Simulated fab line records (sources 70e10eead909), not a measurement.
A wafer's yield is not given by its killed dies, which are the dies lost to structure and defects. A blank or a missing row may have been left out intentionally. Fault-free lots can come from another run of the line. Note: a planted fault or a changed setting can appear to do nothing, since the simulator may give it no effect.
Matching of chambers ; flow nand_harc ; NHARC_P_M1_DEP_33 on pecvd-01 has 3 sister chambers
The step deposits SiCN, target thk 30 nm. 24 wafers are shown with their chamber, then 12 later ones without.

WAFERS PAIRED WITH THEIR CHAMBERS
wafer;chamber;heater_power_w (W)
L074.2;0;638
L074.4;1;714
L074.6;0;648
L075.2;1;624
L075.3;2;690
L075.5;0;644
L077.2;1;621
L077.3;0;603
L077.5;1;624
L078.2;1;591
L078.3;0;579
L078.5;1;600
L079.3;1;614
L079.4;1;631
L079.5;0;652
L081.2;1;718
L081.4;1;712
L081.6;0;643
L085.2;2;700
L085.3;0;617
L085.4;1;655
L088.2;2;650
L088.5;0;657
L088.6;2;659

SIGNATURES (averages over the wafers above)
reading;chamber 0;chamber 1;chamber 2;scatter within a chamber
heater_power_w;631.22;645.82;674.75;37.4
Rule: a wafer lies at a distance from a chamber equal to the root of the sum of squares, over the readings, of (its reading less the chamber's mean, divided by the reading's scatter). If the next closest chamber is less than 2 further off than the closest, the wafer can't be placed; otherwise it belongs to the closest. How the scatter is found: for the shown wafers, subtract from each reading the mean of its chamber, square and add these, divide the total by (wafers less chambers), then take the root.

WAFERS MISSING THEIR CHAMBER
wafer;heater_power_w (W)
L087.1;659
L087.3;701
L087.6;693
L086.1;688
L086.3;657
L086.4;675
L091.2;641
L091.3;668
L091.6;648
L096.3;723
L096.5;729
L096.6;585

THE CHAMBER EACH PASSED THROUGH
wafer;from the rows above;in truth
L087.1;can't be placed: 1 or 2 or 0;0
L087.3;can't be placed: 2 or 1 or 0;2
L087.6;can't be placed: 2 or 1 or 0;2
L086.1;can't be placed: 2 or 1 or 0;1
L086.3;can't be placed: 1 or 2 or 0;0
L086.4;can't be placed: 2 or 1 or 0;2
L091.2;can't be placed: 1 or 0 or 2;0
L091.3;can't be placed: 2 or 1 or 0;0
L091.6;can't be placed: 1 or 0 or 2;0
L096.3;can't be placed: 2 or 1 or 0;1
L096.5;can't be placed: 2 or 1 or 0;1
L096.6;can't be placed: 0 or 1 or 2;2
0 of 12 placed correctly. Not placeable from these rows: 12 (in 12, the candidates include the true chamber). Wrongly placed: 0.
